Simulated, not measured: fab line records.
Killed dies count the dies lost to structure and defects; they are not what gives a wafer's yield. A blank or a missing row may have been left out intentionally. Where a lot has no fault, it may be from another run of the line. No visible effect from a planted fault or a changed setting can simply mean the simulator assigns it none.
Chamber matching + flow nand_harc + NHARC_A_CHANNEL_FILL_D1_ETCHBACK_20 on rie_diel-08: 4 sister chambers
The step etches the open film in C4F8/O2/Ar, target depth 27 nm, time 13.5 s. 16 wafers are shown with their chamber, then 8 later ones without.

== WAFERS WITH THEIR CHAMBER ==
| wafer  | chamber | rf_vpp_V (V) | oes_product_au (a.u.) |
|--------|---------|--------------|-----------------------|
| L075.1 | 0       | 978          | 0.99                  |
| L075.2 | 3       | 972          | 1.00                  |
| L075.3 | 1       | 987          | 1.00                  |
| L074.3 | 2       | 985          | 1.00                  |
| L074.4 | 0       | 978          | 1.00                  |
| L074.5 | 2       | 986          | 1.00                  |
| L080.3 | 0       | 977          | 1.00                  |
| L080.5 | 0       | 978          | 1.00                  |
| L080.6 | 1       | 988          | 1.00                  |
| L081.1 | 2       | 985          | 0.92                  |
| L081.4 | 3       | 972          | 0.91                  |
| L081.6 | 0       | 976          | 0.93                  |
| L084.1 | 2       | 985          | 0.99                  |
| L084.2 | 3       | 972          | 0.99                  |
| L084.4 | 0       | 979          | 0.99                  |
| L086.1 | 1       | 987          | 0.93                  |

SIGNATURES (averages over the wafers above)
| reading        | chamber 0 | chamber 1 | chamber 2 | chamber 3 | scatter within a chamber |
|----------------|-----------|-----------|-----------|-----------|--------------------------|
| rf_vpp_V       | 977.67    | 987.33    | 985.25    | 972.00    | 0.75                     |
| oes_product_au | 0.9850    | 0.9767    | 0.9775    | 0.9667    | 0.0369                   |
Rule: for a wafer and a chamber, the distance is found by dividing, reading by reading, the gap between the wafer's reading and the chamber's mean by the reading's scatter, squaring, summing and taking the root. The wafer belongs to the nearest chamber; if the next one is less than 2 further off, it can't be placed. The scatter: the root of (the sum of the squares of (reading less its chamber's mean) over the shown wafers, divided by (wafers less chambers)).

== WAFERS WITHOUT THEIR CHAMBER ==
| wafer  | rf_vpp_V (V) | oes_product_au (a.u.) |
|--------|--------------|-----------------------|
| L086.2 | 977          | 0.92                  |
| L086.6 | 989          | 0.93                  |
| L094.1 | 983          | 1.00                  |
| L094.2 | 973          | 1.00                  |
| L094.6 | 973          | 0.99                  |
| L096.1 | 984          | 0.98                  |
| L096.3 | 978          | 0.99                  |
| L096.4 | 987          | 0.98                  |

== WHICH CHAMBER EACH WENT THROUGH ==
| wafer  | from the rows above     | in truth |
|--------|-------------------------|----------|
| L086.2 | 0                       | 0        |
| L086.6 | 1                       | 1        |
| L094.1 | 2                       | 2        |
| L094.2 | 3                       | 3        |
| L094.6 | 3                       | 3        |
| L096.1 | 2                       | 2        |
| L096.3 | 0                       | 0        |
| L096.4 | can't be placed: 1 or 2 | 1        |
Correct placement for 7 of the 8. Cannot be placed on the basis of these rows: 1; the candidates contain the true chamber in 1. Wrongly placed: 0.
